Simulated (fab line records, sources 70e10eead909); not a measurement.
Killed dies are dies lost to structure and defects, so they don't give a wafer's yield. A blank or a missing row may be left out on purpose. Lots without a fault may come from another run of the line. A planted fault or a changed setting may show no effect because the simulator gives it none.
Which tool did it? | flow nand_harc | 23 lots, 69 wafers sampled, at 6 steps of a route of 1302

WHAT THE GAUGES READ, wafer by wafer
The record holds no reading of a measuring or inspecting step that can be judged against a usual standard deviation.

WHICH TOOL RAN EACH LOT (tool, then ch and the chambers of the sampled wafers, then the start)
lot  | NHARC_A_STAIRCASE_ETCH_197     | NHARC_A_STAIRCASE_ETCH_223     | NHARC_A_STAIRCASE_TRIM_224     | NHARC_A_STAIRCASE_ETCH_232     | NHARC_A_STAIRCASE_TRIM_233     | NHARC_A_STAIRCASE_TRIM_235
L074 | rie_diel-04 ch 0,1,2, no start | rie_diel-12 ch 0,2,3, no start | rie_diel-12 ch 2,3, no start   | rie_diel-12 ch 0,1,3, no start | rie_diel-12 ch 0,1,2, no start | rie_diel-12 ch 0,3, no start
L075 | rie_diel-05 ch 1,2, no start   | rie_diel-05 ch 1,2, no start   | rie_diel-05 ch 1,2, no start   | rie_diel-05 ch 0,3, no start   | rie_diel-05 ch 1,2,3, no start | rie_diel-05 ch 0,2,3, no start
L076 | rie_diel-12 ch 1,2,3, no start | rie_diel-05 ch 1,3, no start   | rie_diel-05 ch 0,1,2, no start | rie_diel-04 ch 0,1,2, no start | rie_diel-04 ch 1,2, no start   | rie_diel-04 ch 0,1, no start
L078 | rie_diel-04 ch 0,1,3, no start | rie_diel-05 ch 1,2, no start   | rie_diel-05 ch 0,1,2, no start | rie_diel-12 ch 0,1,3, no start | rie_diel-12 ch 1,3, no start   | rie_diel-12 ch 0,3, no start
L077 | rie_diel-05 ch 0,1,2, no start | rie_diel-05 ch 0,1, no start   | rie_diel-05 ch 0,2,3, no start | rie_diel-05 ch 2,3, no start   | rie_diel-05 ch 0,2,3, no start | rie_diel-05 ch 0,2,3, no start
L079 | rie_diel-04 ch 1,3, no start   | rie_diel-04 ch 0,1,2, no start | rie_diel-04 ch 2,3, no start   | rie_diel-04 ch 1,2,3, no start | rie_diel-04 ch 1,3, no start   | rie_diel-04 ch 1,2,3, no start
L081 | rie_diel-05 ch 1,2,3, no start | rie_diel-04 ch 0,1,3, no start | rie_diel-04 ch 0,2,3, no start | rie_diel-04 ch 0,3, no start   | rie_diel-04 ch 0,3, no start   | rie_diel-04 ch 0,2,3, no start
L080 | rie_diel-04 ch 1,2, no start   | rie_diel-12 ch 2,3, no start   | rie_diel-12 ch 1,3, no start   | rie_diel-05 ch 0,2, no start   | rie_diel-05 ch 2,3, no start   | rie_diel-05 ch 1,2,3, no start
L082 | rie_diel-12 ch 1,2,3, no start | rie_diel-05 ch 0,3, no start   | rie_diel-05 ch 0,3, no start   | rie_diel-05 ch 2,3, no start   | rie_diel-05 ch 0,2,3, no start | rie_diel-05 ch 0,2, no start
L084 | rie_diel-04 ch 1,2, no start   | rie_diel-04 ch 1,2,3, no start | rie_diel-04 ch 0,1,3, no start | rie_diel-04 ch 0,2,3, no start | rie_diel-04 ch 1,2, no start   | rie_diel-04 ch 0,1,3, no start
L083 | rie_diel-04 ch 1,2,3, no start | rie_diel-12 ch 0,1,2, no start | rie_diel-12 ch 0,2,3, no start | rie_diel-05 ch 0,2,3, no start | rie_diel-05 ch 0,2,3, no start | rie_diel-05 ch 0,2,3, no start
L085 | rie_diel-12 ch 2,3, no start   | rie_diel-12 ch 0,3, no start   | rie_diel-12 ch 0,2,3, no start | rie_diel-05 ch 0,1,3, no start | rie_diel-05 ch 0,1,2, no start | rie_diel-05 ch 2,3, no start
L086 | rie_diel-05 ch 0,3, no start   | rie_diel-04 ch 2,3, no start   | rie_diel-04 ch 0,1,3, no start | rie_diel-12 ch 0,2,3, no start | rie_diel-12 ch 0,1,3, no start | rie_diel-12 ch 0,1,2, no start
L087 | rie_diel-04 ch 0,2,3, no start | rie_diel-12 ch 0,1,3, no start | rie_diel-12 ch 1,2,3, no start | rie_diel-05 ch 0,1,3, no start | rie_diel-05 ch 0,1,3, no start | rie_diel-05 ch 0,1,3, no start
L088 | rie_diel-04 ch 0,2,3, no start | rie_diel-05 ch 0,1,2, no start | rie_diel-05 ch 0,2,3, no start | rie_diel-04 ch 0,2,3, no start | rie_diel-04 ch 0,1,3, no start | rie_diel-04 ch 1,2, no start
L090 | rie_diel-12 ch 0,3, no start   | rie_diel-04 ch 0,3, no start   | rie_diel-04 ch 0,1,3, no start | rie_diel-04 ch 0,1,3, no start | rie_diel-04 ch 0,2,3, no start | rie_diel-04 ch 1,2, no start
L091 | rie_diel-04 ch 0,1,3, no start | rie_diel-05 ch 0,1,2, no start | rie_diel-05 ch 0,1,3, no start | rie_diel-05 ch 0,2,3, no start | rie_diel-05 ch 0,1,3, no start | rie_diel-05 ch 0,1,3, no start
L093 | rie_diel-04 ch 2,3, no start   | rie_diel-04 ch 0,1,2, no start | rie_diel-04 ch 2,3, no start   | rie_diel-12 ch 0,1,2, no start | rie_diel-12 ch 0,1, no start   | rie_diel-12 ch 0,2,3, no start
L092 | rie_diel-04 ch 0,1, no start   | rie_diel-04 ch 1,3, no start   | rie_diel-04 ch 1,3, no start   | rie_diel-12 ch 1,2, no start   | rie_diel-12 ch 0,1,2, no start | rie_diel-12 ch 1,3, no start
L094 | rie_diel-12 ch 1,2,3, no start | rie_diel-04 ch 0,1,2, no start | rie_diel-04 ch 0,1,3, no start | rie_diel-05 ch 0,2,3, no start | rie_diel-05 ch 0,3, no start   | rie_diel-05 ch 0,2,3, no start
L095 | rie_diel-05 ch 0,1,3, no start | rie_diel-05 ch 0,2, no start   | rie_diel-05 ch 0,1,3, no start | rie_diel-04 ch 1,3, no start   | rie_diel-04 ch 0,1,3, no start | rie_diel-04 ch 1,3, no start
L096 | rie_diel-04 ch 0,2,3, no start | rie_diel-12 ch 1,2,3, no start | rie_diel-12 ch 0,2,3, no start | rie_diel-05 ch 0,1,3, no start | rie_diel-05 ch 0,2,3, no start | rie_diel-05 ch 0,1,2, no start
L097 | rie_diel-12 ch 1,2,3, no start | rie_diel-12 ch 1,2,3, no start | rie_diel-12 ch 1,2,3, no start | rie_diel-12 ch 1,2,3, no start | rie_diel-12 ch 1,2,3, no start | rie_diel-12 ch 1,2,3, no start
- NHARC_A_STAIRCASE_ETCH_197: etches the open film in C4F8/O2, target depth 100 nm, time 40.5 s.
- NHARC_A_STAIRCASE_ETCH_223: etches the open film in C4F8/O2, target depth 100 nm, time 40.5 s.
- NHARC_A_STAIRCASE_TRIM_224: chemistry O2, time 211.2 s.
- NHARC_A_STAIRCASE_ETCH_232: etches the open film in C4F8/O2, target depth 100 nm, time 40.5 s.
- NHARC_A_STAIRCASE_TRIM_233: chemistry O2, time 211.2 s.
- NHARC_A_STAIRCASE_TRIM_235: chemistry O2, time 211.2 s.

WHAT THE TOOLS THEMSELVES READ (means of the sampled wafers that have a number; where no wafer has one, the mark that the record gives instead)
NHARC_A_STAIRCASE_ETCH_197.
lot  | tool        | oes_product_au (a.u.) | rf_fwd_power_W (W) | rf_vpp_V (V)
L074 | rie_diel-04 | 0.977                 | 593                | 900
L075 | rie_diel-05 | 0.935                 | 590                | 893
L076 | rie_diel-12 | 0.970                 | 592                | 894
L078 | rie_diel-04 | 0.961                 | 593                | 897
L077 | rie_diel-05 | 0.949                 | 592                | 893
L079 | rie_diel-04 | 0.950                 | 590                | 896
L081 | rie_diel-05 | 0.956                 | 589                | 892
L080 | rie_diel-04 | 0.964                 | 596                | 901
L082 | rie_diel-12 | 0.943                 | 592                | 895
L084 | rie_diel-04 | 0.944                 | 596                | 899
L083 | rie_diel-04 | 0.957                 | 593                | 898
L085 | rie_diel-12 | 0.945                 | 594                | 894
L086 | rie_diel-05 | 0.957                 | 590                | 893
L087 | rie_diel-04 | 0.956                 | 593                | 897
L088 | rie_diel-04 | 0.950                 | 593                | 897
L090 | rie_diel-12 | 0.920                 | 595                | 889
L091 | rie_diel-04 | 0.946                 | 592                | 897
L093 | rie_diel-04 | 0.968                 | 596                | 899
L092 | rie_diel-04 | 0.975                 | 593                | 897
L094 | rie_diel-12 | 0.935                 | 589                | 894
L095 | rie_diel-05 | 0.944                 | 589                | 891
L096 | rie_diel-04 | 0.952                 | 592                | 897
L097 | rie_diel-12 | 0.927                 | 591                | 893

NHARC_A_STAIRCASE_ETCH_223.
lot  | tool        | oes_product_au (a.u.) | rf_fwd_power_W (W) | rf_vpp_V (V)
L074 | rie_diel-12 | 0.941                 | 593                | 893
L075 | rie_diel-05 | 0.945                 | 589                | 890
L076 | rie_diel-05 | 0.948                 | 589                | 891
L078 | rie_diel-05 | 0.954                 | 592                | 893
L077 | rie_diel-05 | 0.933                 | 589                | 889
L079 | rie_diel-04 | 0.929                 | 595                | 899
L081 | rie_diel-04 | 0.950                 | 592                | 897
L080 | rie_diel-12 | 0.932                 | 593                | 894
L082 | rie_diel-05 | 0.942                 | 592                | 892
L084 | rie_diel-04 | 0.947                 | 593                | 897
L083 | rie_diel-12 | 0.953                 | 592                | 895
L085 | rie_diel-12 | 0.914                 | 594                | 889
L086 | rie_diel-04 | 0.957                 | 590                | 896
L087 | rie_diel-12 | 0.925                 | 591                | 892
L088 | rie_diel-05 | 0.947                 | 590                | 891
L090 | rie_diel-04 | 0.955                 | 592                | 895
L091 | rie_diel-05 | 0.950                 | 592                | 890
L093 | rie_diel-04 | 0.955                 | 592                | 898
L092 | rie_diel-04 | 0.953                 | 593                | 896
L094 | rie_diel-04 | 0.961                 | 592                | 899
L095 | rie_diel-05 | 0.928                 | 592                | 893
L096 | rie_diel-12 | 0.939                 | 592                | 892
L097 | rie_diel-12 | 0.925                 | 591                | 894

NHARC_A_STAIRCASE_TRIM_224.
lot  | tool        | drypump_motor_current_A (A) | oes_product_au (a.u.) | rf_vpp_V (V) | showerhead_plenum_p_Torr (Torr) | throttle_valve_pct (%)
L074 | rie_diel-12 | 5.68                        | 0.983                 | 57.0         | 3.43                            | 17.039
L075 | rie_diel-05 | 6.10                        | 1.018                 | 57.4         | 3.39                            | 17.027
L076 | rie_diel-05 | 5.86                        | 1.010                 | 57.6         | 3.43                            | 17.035
L078 | rie_diel-05 | 5.87                        | 1.006                 | 58.5         | 3.43                            | 17.033
L077 | rie_diel-05 | 5.76                        | 0.990                 | 57.2         | 3.46                            | 17.036
L079 | rie_diel-04 | 6.03                        | 1.019                 | 56.8         | 3.62                            | 17.032
L081 | rie_diel-04 | 5.91                        | 1.008                 | 58.4         | 3.57                            | 17.043
L080 | rie_diel-12 | 5.67                        | 0.987                 | 57.9         | 3.42                            | 17.036
L082 | rie_diel-05 | 5.53                        | 0.985                 | 57.5         | 3.43                            | 17.042
L084 | rie_diel-04 | 5.69                        | 1.008                 | 57.7         | 3.53                            | 17.033
L083 | rie_diel-12 | 5.75                        | 0.990                 | 57.5         | 3.42                            | 17.040
L085 | rie_diel-12 | 5.76                        | 0.981                 | 57.6         | 3.42                            | 17.029
L086 | rie_diel-04 | 5.69                        | 1.011                 | 56.5         | 3.53                            | 17.035
L087 | rie_diel-12 | 5.73                        | 0.989                 | 57.6         | 3.46                            | 17.038
L088 | rie_diel-05 | 5.75                        | 0.995                 | 57.4         | 3.44                            | 17.046
L090 | rie_diel-04 | 5.69                        | 1.007                 | 57.8         | 3.53                            | 17.044
L091 | rie_diel-05 | 5.75                        | 0.986                 | 57.1         | 3.37                            | 17.042
L093 | rie_diel-04 | 5.78                        | 1.009                 | 57.0         | 3.53                            | 17.039
L092 | rie_diel-04 | 5.56                        | 1.020                 | 57.6         | 3.50                            | 17.034
L094 | rie_diel-04 | 5.69                        | 1.009                 | 57.7         | 3.52                            | 17.034
L095 | rie_diel-05 | 5.76                        | 0.994                 | 57.9         | 3.36                            | 17.030
L096 | rie_diel-12 | 5.75                        | 0.989                 | 57.3         | 3.41                            | 17.044
L097 | rie_diel-12 | 5.74                        | 0.984                 | 57.1         | 3.44                            | 17.039

NHARC_A_STAIRCASE_ETCH_232.
lot  | tool        | oes_product_au (a.u.) | rf_fwd_power_W (W) | rf_vpp_V (V)
L074 | rie_diel-12 | 0.931                 | 593.9              | 893
L075 | rie_diel-05 | 0.931                 | 591.8              | 893
L076 | rie_diel-04 | 0.948                 | 591.4              | 899
L078 | rie_diel-12 | 0.941                 | 594.5              | 893
L077 | rie_diel-05 | 0.961                 | 590.8              | 893
L079 | rie_diel-04 | 0.945                 | 594.7              | 898
L081 | rie_diel-04 | 0.950                 | 593.4              | 895
L080 | rie_diel-05 | 0.949                 | 591.2              | 893
L082 | rie_diel-05 | 0.940                 | 590.6              | 894
L084 | rie_diel-04 | 0.955                 | 591.8              | 898
L083 | rie_diel-05 | 0.925                 | 591.2              | 893
L085 | rie_diel-05 | 0.931                 | 591.2              | 890
L086 | rie_diel-12 | 0.957                 | 594.8              | 892
L087 | rie_diel-05 | 0.956                 | 590.9              | 890
L088 | rie_diel-04 | 0.955                 | 592.5              | 897
L090 | rie_diel-04 | 0.955                 | 591.0              | 896
L091 | rie_diel-05 | 0.937                 | 593.4              | 893
L093 | rie_diel-12 | 0.955                 | 592.7              | 894
L092 | rie_diel-12 | 0.928                 | 592.2              | 896
L094 | rie_diel-05 | 0.959                 | 592.1              | 892
L095 | rie_diel-04 | 0.963                 | 596.1              | 894
L096 | rie_diel-05 | 0.951                 | 591.4              | 890
L097 | rie_diel-12 | 0.944                 | 592.7              | 892

NHARC_A_STAIRCASE_TRIM_233.
lot  | tool        | drypump_motor_current_A (A) | oes_product_au (a.u.) | rf_vpp_V (V) | showerhead_plenum_p_Torr (Torr) | throttle_valve_pct (%)
L074 | rie_diel-12 | 5.84                        | 1.007                 | 57.0         | 3.50                            | 17.035
L075 | rie_diel-05 | 5.96                        | 0.999                 | 57.5         | 3.42                            | 17.036
L076 | rie_diel-04 | 5.80                        | 1.006                 | 57.8         | 3.65                            | 17.040
L078 | rie_diel-12 | 5.68                        | 0.999                 | 56.7         | 3.42                            | 17.034
L077 | rie_diel-05 | 5.77                        | 1.005                 | 56.7         | 3.46                            | 17.030
L079 | rie_diel-04 | 5.57                        | 0.996                 | 57.1         | 3.56                            | 17.033
L081 | rie_diel-04 | 5.82                        | 1.021                 | 58.3         | 3.52                            | 17.032
L080 | rie_diel-05 | 6.00                        | 1.004                 | 57.2         | 3.46                            | 17.033
L082 | rie_diel-05 | 5.76                        | 1.001                 | 57.3         | 3.45                            | 17.038
L084 | rie_diel-04 | 5.80                        | 1.004                 | 58.1         | 3.63                            | 17.039
L083 | rie_diel-05 | 5.75                        | 0.997                 | 57.3         | 3.44                            | 17.046
L085 | rie_diel-05 | 5.89                        | 0.991                 | 56.8         | 3.41                            | 17.038
L086 | rie_diel-12 | 5.78                        | 1.001                 | 58.0         | 3.42                            | 17.034
L087 | rie_diel-05 | 5.74                        | 0.994                 | 57.1         | 3.38                            | 17.043
L088 | rie_diel-04 | 5.71                        | 1.002                 | 57.3         | 3.53                            | 17.039
L090 | rie_diel-04 | 5.89                        | 1.005                 | 58.0         | 3.56                            | 17.032
L091 | rie_diel-05 | 5.76                        | 0.993                 | 58.0         | 3.37                            | 17.039
L093 | rie_diel-12 | 5.84                        | 1.011                 | 58.2         | 3.47                            | 17.039
L092 | rie_diel-12 | 5.83                        | 1.000                 | 58.3         | 3.47                            | 17.042
L094 | rie_diel-05 | 5.55                        | 0.986                 | 58.2         | 3.41                            | 17.036
L095 | rie_diel-04 | 5.69                        | 1.014                 | 58.6         | 3.52                            | 17.036
L096 | rie_diel-05 | 5.77                        | 1.001                 | 58.5         | 3.42                            | 17.035
L097 | rie_diel-12 | 5.74                        | 0.991                 | 58.1         | 3.44                            | 17.038

NHARC_A_STAIRCASE_TRIM_235.
lot  | tool        | drypump_motor_current_A (A) | oes_product_au (a.u.) | rf_vpp_V (V) | showerhead_plenum_p_Torr (Torr) | throttle_valve_pct (%)
L074 | rie_diel-12 | 5.76                        | 0.998                 | 57.7         | 3.40                            | 17.026
L075 | rie_diel-05 | 5.75                        | 0.989                 | 58.2         | 3.46                            | 17.041
L076 | rie_diel-04 | 5.82                        | 1.006                 | 58.1         | 3.58                            | 17.028
L078 | rie_diel-12 | 5.70                        | 0.997                 | 57.5         | 3.38                            | 17.030
L077 | rie_diel-05 | 5.75                        | 0.985                 | 57.7         | 3.46                            | 17.044
L079 | rie_diel-04 | 5.81                        | 1.004                 | 58.1         | 3.59                            | 17.041
L081 | rie_diel-04 | 5.91                        | 1.013                 | 58.2         | 3.57                            | 17.040
L080 | rie_diel-05 | 5.99                        | 1.016                 | 57.6         | 3.41                            | 17.027
L082 | rie_diel-05 | 5.65                        | 0.996                 | 58.2         | 3.46                            | 17.040
L084 | rie_diel-04 | 5.70                        | 1.010                 | 57.2         | 3.53                            | 17.041
L083 | rie_diel-05 | 5.76                        | 0.996                 | 57.9         | 3.44                            | 17.037
L085 | rie_diel-05 | 5.86                        | 0.992                 | 56.8         | 3.43                            | 17.045
L086 | rie_diel-12 | 5.80                        | 1.009                 | 56.9         | 3.48                            | 17.047
L087 | rie_diel-05 | 5.74                        | 0.998                 | 56.5         | 3.38                            | 17.042
L088 | rie_diel-04 | 5.79                        | 1.007                 | 58.4         | 3.63                            | 17.038
L090 | rie_diel-04 | 6.04                        | 1.000                 | 58.8         | 3.65                            | 17.041
L091 | rie_diel-05 | 5.75                        | 0.992                 | 58.2         | 3.37                            | 17.035
L093 | rie_diel-12 | 5.76                        | 0.984                 | 58.2         | 3.41                            | 17.035
L092 | rie_diel-12 | 5.68                        | 0.990                 | 57.6         | 3.40                            | 17.036
L094 | rie_diel-05 | 5.77                        | 0.998                 | 58.1         | 3.43                            | 17.041
L095 | rie_diel-04 | 5.57                        | 1.005                 | 57.7         | 3.54                            | 17.039
L096 | rie_diel-05 | 5.86                        | 1.001                 | 58.0         | 3.39                            | 17.040
L097 | rie_diel-12 | 5.76                        | 0.986                 | 57.5         | 3.44                            | 17.038

THE ANSWER, worked out from the rows above alone
Rule: what is usual is taken from the lots themselves. Put in order of their means at a reading, lots are off if they are a third of the lots or fewer, leave a main group of 4 or more, and stand apart from it by a gap of 3 or more times the standard deviation of the main group's means; of several such gaps the widest counts. A main group whose means are all the same, to the digits that the tables above print for the reading, isn't used. A lot without any number at a reading at which 4 lots or more have one is off too. The other lots that the step has rows for count as sound. The gauges are gone through in route order, then the tools' own readings, and for those a lot's mean is taken as printed above. The first step at which some lot is off is used, and at that step the reading that is off furthest; a lot without a number counts as furthest.
No lot is off at any reading shown: from this, nothing can be told.

WHAT THE SIMULATOR HAD PUT IN
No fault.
